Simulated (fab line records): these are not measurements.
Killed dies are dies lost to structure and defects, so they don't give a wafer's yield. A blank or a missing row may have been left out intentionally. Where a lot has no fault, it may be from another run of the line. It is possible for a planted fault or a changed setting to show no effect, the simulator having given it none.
Which tool is to blame? ; flow n5Finfet ; 11 lots with 33 wafers sampled at 5 steps, on a route of 1938 steps

## WHAT THE GAUGES SHOWED, per wafer
N5_BEOL_M5_THK_MEAS_01.
lot;measured;on;M5_ILD_THK (nm)
L364;day 8 08:45;filmMetro-01;121.4 123.4 124.0
L365;day 8 11:27;filmMetro-01;120.4 120.8 121.4
L367;day 9 02:53;filmMetro-02;118.3 120.7 121.4
L368;day 9 04:53;filmMetro-01;119.5 118.3 121.9
L369;day 9 09:40;filmMetro-01;119.2 119.8 119.0
L370;day 9 18:21;filmMetro-02;109.0 107.9 121.7
L371;day 10 02:46;filmMetro-01;107.9 108.9 121.4
L378;day 12 02:33;filmMetro-01;119.1 120.5 120.5
L384;day 13 08:25;filmMetro-01;123.5 120.8 124.8
L385;day 14 00:17;filmMetro-01;119.4 121.6 121.0
L386;day 14 03:18;filmMetro-02;120.9 122.3 121.7

## EACH LOT AND THE TOOL THAT RAN IT (in order: tool; ch and the chambers of the sampled wafers; start)
lot;N5_BEOL_M4_SPUTTER_92;N5_BEOL_M4_ANNEAL_95;N5_BEOL_M4_CO_CAP_55;N5_BEOL_M5_ILD_DEP_00
L364;pvdSputter-02, day 8 05:40;pvdSputter-02, day 8 05:58;cvdCo-02 ch 0,1,2, day 8 07:01;pecvd-01 ch 0,1,2, day 8 08:11
L365;pvdSputter-01, day 8 08:22;pvdSputter-01, day 8 08:40;cvdCo-01 ch 1,2, day 8 09:41;pecvd-02 ch 0,1,2, day 8 10:52
L367;pvdSputter-03, day 8 23:48;pvdSputter-03, day 9 00:06;cvdCo-01 ch 0,2, day 9 01:07;pecvd-01 ch 0,1,2, day 9 02:19
L368;pvdSputter-02, day 9 01:49;pvdSputter-02, day 9 02:07;cvdCo-01 ch 0,1, day 9 03:07;pecvd-04 ch 1,2, day 9 04:19
L369;pvdSputter-03, day 9 06:25;pvdSputter-03, day 9 06:43;cvdCo-02 ch 0,2, day 9 07:43;pecvd-01 ch 0,1,2, day 9 08:55
L370;pvdSputter-02, day 9 15:16;pvdSputter-02, day 9 15:34;cvdCo-01 ch 0,2, day 9 16:35;pecvd-01 ch 1,2, day 9 17:47
L371;pvdSputter-03, day 9 23:25;pvdSputter-03, day 9 23:43;cvdCo-02 ch 0,1,2, day 10 01:00;pecvd-01 ch 0,2, day 10 02:11
L378;pvdSputter-03, day 11 23:26;pvdSputter-03, day 11 23:44;cvdCo-02 ch 0,2, day 12 00:45;pecvd-02 ch 1, day 12 01:57
L384;pvdSputter-01, day 13 04:56;pvdSputter-01, day 13 05:14;cvdCo-01 ch 0,1, day 13 06:26;pecvd-04 ch 0,1,2, day 13 07:37
L385;pvdSputter-02, day 13 21:13;pvdSputter-02, day 13 21:31;cvdCo-01 ch 0,2, day 13 22:31;pecvd-01 ch 0,1, day 13 23:43
L386;pvdSputter-03, day 14 00:09;pvdSputter-03, day 14 00:27;cvdCo-01 ch 0,1,2, day 14 01:31;pecvd-04 ch 0,1,2, day 14 02:43
- N5_BEOL_M4_SPUTTER_92: material Cu, target thk 4.5 nm, time 8.29 s.
- N5_BEOL_M4_ANNEAL_95: time 240 s.
- N5_BEOL_M4_CO_CAP_55: material Co, precursor CCTBA/H2, target thk 2 nm, time 102.1 s.
- N5_BEOL_M5_ILD_DEP_00: deposits SiCOH lowk from DEMS/porogen, target thk 140.64 nm, time 25.9 s.

## THE ANSWER, worked out from the rows above alone
Rule: the usual values come from the lots themselves. The widest of any qualifying gaps counts: lots, ordered by their means at a reading, are off when they make up no more than a third of the lots, leave a main group of 4 or more, and stand apart from it by 3 or more times the standard deviation of that group's means. The tables above print the reading to a certain number of digits; a main group whose means all agree to those digits is not used. A lot without any number at a reading at which 4 lots or more have one is off too. Where the step has rows for the other lots, those lots are counted as sound.
Off: L370, L371, at N5_BEOL_M5_THK_MEAS_01 (M5_ILD_THK). Main group: mean 120.9 nm, sd 1.2.
If a tool, at a process step before that reading, ran all the lots that are off and no sound lot after the first of them, it fits. The gauges at N5_BEOL_M5_THK_MEAS_01 are tried like those tools. None of those tried fits.

## WHAT THE SIMULATOR HAD PUT IN
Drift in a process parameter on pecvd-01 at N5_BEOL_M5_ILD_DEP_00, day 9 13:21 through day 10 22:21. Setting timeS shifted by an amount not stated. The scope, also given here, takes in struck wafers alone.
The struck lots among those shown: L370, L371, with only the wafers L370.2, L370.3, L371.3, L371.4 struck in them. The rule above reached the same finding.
